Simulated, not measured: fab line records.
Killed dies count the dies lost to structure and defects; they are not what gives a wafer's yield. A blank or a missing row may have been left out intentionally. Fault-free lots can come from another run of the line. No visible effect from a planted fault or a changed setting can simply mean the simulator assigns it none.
A struck lot beside a sound one	flow nand-harc	15 steps out of a route of 1159
Sound: wafers L767.1, L767.3, L767.4. Struck: wafer L775.2. (L775.1, L775.6 of the same lot were not struck and are left out.) The cause comes at the end.
Per side, at each step with rows, come the tool, then ch with its chambers, and then its first start. Under that, the readings that differ: sound wafers	struck wafers	difference of the means	sigmas: that difference in standard deviations of wafers without a fault.
alike: words and numbers the same on both sides, and readings whose means are apart by under 2 such deviations; not compared: readings that were withheld, readings missing a value for some wafer, numbers with overlapping values and no deviation given by the record, and bounds like >300 which may hide the same value.
A row with sigmas, a row that says differs or no value, or rows on one side alone: a step with any of these is where the two part. Numbers that have no deviation but don't overlap get no sigmas and don't part them. Lack of a reading on every wafer of one side parts them only where that side has two or more wafers.

first, 8 steps without rows for these wafers: NHARC_P_M0_HMDS_02 (time 30 s); NHARC_P_M0_COAT_33 (time 65 s); NHARC_P_M0_COAT_03 (resist thk 90 nm); NHARC_P_M0_SOFTBAKE_04 (time 55 s); NHARC_P_M0_EBR_05; NHARC_P_M0_EXPOSE_06 (exposes mask P M0, target cd 90 nm); NHARC_P_M0_PEB_07 (peb time 65 s); NHARC_P_M0_DEVELOP_08 (develop time 35 s).
NHARC_P_M0_CD_MEAS_09: target cd 90 nm.
  sound on cd-sem-01 ch 0, day 7 19:35; struck on cd-sem-02 ch 0, day 9 21:59
  alike: cd-nm
NHARC_P_M0_OVL_MEAS_10: pitch 180 nm.
  sound on overlay-02, day 7 19:40; struck on overlay-02, day 9 22:05
  alike: overlay-x-nm, overlay-y-nm
NHARC_P_M0_INSPECT_11:
  sound on defect-inspect-01, day 7 19:42; struck on defect-inspect-01, day 9 22:07
reading	sound	struck	difference	sigmas
raw-defect-count	3 7 4	0	-5	-2
NHARC_P_M0_DESCUM_14: chemistry O2, time 3 s.
  sound on rie-diel-12 ch 0,1,3, day 7 19:46; struck on rie-diel-06 ch 1, day 9 22:11
reading	sound	struck	difference	sigmas
oes-product-au (a.u.)	0.979 0.996 1.001	1.016	+0.024	+2
  alike: drypump-motor-current-A, rf-vpp-V, showerhead-plenum-p-Torr, throttle-valve-pct
  not compared: rf-hours-counter-h
NHARC_P_M0_ETCH_34: etches the open film in N2/H2, target depth 40 nm, overetch 12 nm, time 43.94 s.
  sound on rie-diel-12 ch 0,3, day 7 19:52; struck on rie-diel-06 ch 0, day 9 22:16
reading	sound	struck	difference	sigmas
oes-product-au (a.u.)	0.975 0.984 0.989	0.827	-0.156	-14
  alike: drypump-motor-current-A, rf-vpp-V, showerhead-plenum-p-Torr, throttle-valve-pct
  not compared: rf-hours-counter-h
NHARC_P_M0_ETCH_15: etches the open film in C4F8/Ar, target depth 150 nm, overetch 15 nm, time 82.5 s.
  sound on rie-diel-12 ch 0,3; struck on rie-diel-06 ch 1
  alike: oes-product-au, rf-vpp-V
  not compared: rf-hours-counter-h
-- jump in the record: it breaks off in module P_M0 and resumes in module END (first step shown: number 1159 of the route), and 14 days separate the struck wafers' starts before and after --
NHARC_END_SORT_01:
  sound on prober-01 ch 0, day 21 07:41; struck on prober-02 ch 0, day 23 16:53
  alike: defect-limited-yield, killed-at-array, killed-at-other, killed-at-periphery, killed-dies, killed-open, killed-short, sort_bin_2_pct, sort_bin_3_pct, sort_bin_4_pct, sort-n-pass, sort-rim-yield-pct, sort-yield-pct

## WHERE THEY PART
Last at NHARC_P_M0_ETCH_34 as far as this record goes, first at NHARC_P_M0_INSPECT_11. Later steps at which nothing parts them and some readings are alike: NHARC_P_M0_ETCH_15, NHARC_END_SORT_01.

WHY: what the simulator had put in
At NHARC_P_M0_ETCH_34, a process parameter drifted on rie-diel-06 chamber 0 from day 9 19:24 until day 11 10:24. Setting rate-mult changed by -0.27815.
